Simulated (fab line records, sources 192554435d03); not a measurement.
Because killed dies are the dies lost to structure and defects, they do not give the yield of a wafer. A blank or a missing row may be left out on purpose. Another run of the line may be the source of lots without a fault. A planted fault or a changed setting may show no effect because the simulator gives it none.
Matching of chambers	flow n5_finfet	4 sister chambers for N5_MOL_CONTACT_COAG_STRIP_96 on rie_diel-01
The step strips in N2/H2. 8 wafers are shown with their chamber, then 8 later ones without.

WAFERS PAIRED WITH THEIR CHAMBERS
wafer	chamber	showerhead_plenum_p_Torr (Torr)	drypump_motor_current_A (A)
L075.2	3	3.55	6.1
L076.1	2	3.23	4.8
L082.2	0	3.35	5.8
L082.6	1	3.47	5.1
L083.1	3	3.54	6.2
L083.2	0	3.35	5.8
L083.4	2	3.23	4.8
L087.2	1	3.46	5.1

WAFERS MISSING THEIR CHAMBER
wafer	showerhead_plenum_p_Torr (Torr)	drypump_motor_current_A (A)
L087.4	3.34	5.8
L087.6	3.34	5.9
L088.1	3.22	4.8
L088.2	3.54	6.2
L088.5	3.54	6.2
L094.2	3.33	5.8
L094.5	3.33	5.8
L094.6	3.45	5.1

CHAMBER TAKEN BY EACH
wafer	from the rows above	in truth
L087.4	0	0
L087.6	0	0
L088.1	2	2
L088.2	3	3
L088.5	3	3
L094.2	0	0
L094.5	0	0
L094.6	1	1
8 of 8 placed correctly. Can't be placed from these rows: 0. Number placed wrongly: 0.
How it was worked out, from the rows above alone: a wafer's distance from a chamber is the root of the sum, over the readings, of the square of ((its reading less the chamber's mean) divided by the reading's scatter). The wafer belongs to the nearest chamber; if the next one is less than 2 further off, it can't be placed. For every chamber, the mean is computed from those of its wafers that are shown. The scatter: the root of (the sum of the squares of (reading less its chamber's mean) over the shown wafers, divided by (wafers less chambers)).
